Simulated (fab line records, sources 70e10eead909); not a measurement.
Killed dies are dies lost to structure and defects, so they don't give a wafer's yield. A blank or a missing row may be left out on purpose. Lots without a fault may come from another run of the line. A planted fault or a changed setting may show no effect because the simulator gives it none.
Chamber matching | flow nand_harc | NHARC_A_STAIRCASE_DEP_301 on pecvd-02: 3 sister chambers
The step deposits SiON, target thk 30 nm. 16 wafers are shown with their chamber, then 8 later ones without.

WAFERS WITH THEIR CHAMBER
wafer  | chamber | heater_power_w (W)
L079.3 | 2       | 666
L079.4 | 2       | 657
L079.6 | 1       | 746
L080.2 | 1       | 745
L080.3 | 0       | 723
L080.5 | 0       | 725
L084.3 | 1       | 666
L084.4 | 0       | 775
L084.6 | 1       | 660
L087.1 | 1       | 824
L087.3 | 2       | 783
L087.5 | 1       | 816
L090.1 | 2       | 741
L090.2 | 1       | 766
L090.6 | 2       | 728
L092.1 | 2       | 740

SIGNATURES (means of the wafers above)
reading        | chamber 0 | chamber 1 | chamber 2 | scatter within a chamber
heater_power_w | 741.00    | 746.14    | 719.17    | 54.5
Rule: a wafer's distance from a chamber is the root of the sum, over the readings, of the square of ((its reading less the chamber's mean) divided by the reading's scatter). The wafer belongs to the nearest chamber; if the next one is less than 2 further off, it can't be placed. The scatter: the root of (the sum of the squares of (reading less its chamber's mean) over the shown wafers, divided by (wafers less chambers)).

WAFERS WITHOUT THEIR CHAMBER
wafer  | heater_power_w (W)
L092.4 | 672
L092.5 | 611
L092.2 | 758
L092.3 | 816
L092.6 | 726
L095.2 | 746
L095.3 | 666
L095.4 | 743

WHICH CHAMBER EACH WENT THROUGH
wafer  | from the rows above          | in truth
L092.4 | can't be placed: 2 or 0 or 1 | 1
L092.5 | can't be placed: 2 or 0 or 1 | 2
L092.2 | can't be placed: 1 or 0 or 2 | 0
L092.3 | can't be placed: 1 or 0 or 2 | 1
L092.6 | can't be placed: 2 or 0 or 1 | 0
L095.2 | can't be placed: 1 or 0 or 2 | 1
L095.3 | can't be placed: 2 or 0 or 1 | 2
L095.4 | can't be placed: 0 or 1 or 2 | 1
Placed correctly: 0 of 8. Can't be placed from these rows: 8 (the true chamber is among the candidates in 8). Placed wrongly: 0.
